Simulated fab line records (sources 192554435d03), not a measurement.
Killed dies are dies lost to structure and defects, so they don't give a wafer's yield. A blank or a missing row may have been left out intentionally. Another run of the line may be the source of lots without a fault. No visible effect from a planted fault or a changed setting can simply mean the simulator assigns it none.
Chamber matching | flow n5 finfet | 4 sister chambers for N5_BEOL_M6_ETCH_65 on rie diel-06
The step etches SiARC in CF4, target depth 15.6 nm, time 26 s. 4 wafers are shown with their chamber, then 8 later ones without.

WAFERS PAIRED WITH THEIR CHAMBERS
wafer  | chamber | drypump motor current A (A)
L076.5 | 1       | 5.8
L087.5 | 2       | 6.8
L087.6 | 0       | 5.8
L092.1 | 3       | 5.4

WAFERS WITHOUT THEIR CHAMBER
wafer  | drypump motor current A (A)
L092.4 | 5.8
L092.5 | 5.8
L093.1 | 5.8
L093.4 | 5.4
L093.6 | 6.8
L097.2 | 5.4
L097.4 | 5.7
L097.6 | 5.4

WHICH CHAMBER EACH ONE RAN IN
wafer  | from the rows above     | in truth
L092.4 | can't be placed: 0 or 1 | 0
L092.5 | can't be placed: 0 or 1 | 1
L093.1 | can't be placed: 0 or 1 | 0
L093.4 | 3                       | 3
L093.6 | 2                       | 2
L097.2 | 3                       | 3
L097.4 | can't be placed: 0 or 1 | 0
L097.6 | 3                       | 3
Placed correctly: 4 of 8. These rows do not allow placing 4 (true chamber among the candidates in 4). 0 placed wrongly.
How it was worked out, from the rows above alone: a wafer's distance from a chamber is the root of the sum, over the readings, of the square of ((its reading less the chamber's mean) divided by the reading's scatter). If the next closest chamber is less than 2 further off than the closest, the wafer can't be placed; otherwise it belongs to the closest. The mean given for a chamber averages the wafers shown for that chamber. The scatter (one wafer shown for each chamber): square how far every hidden wafer sits from the nearest shown wafer, average those squares and take the square root.
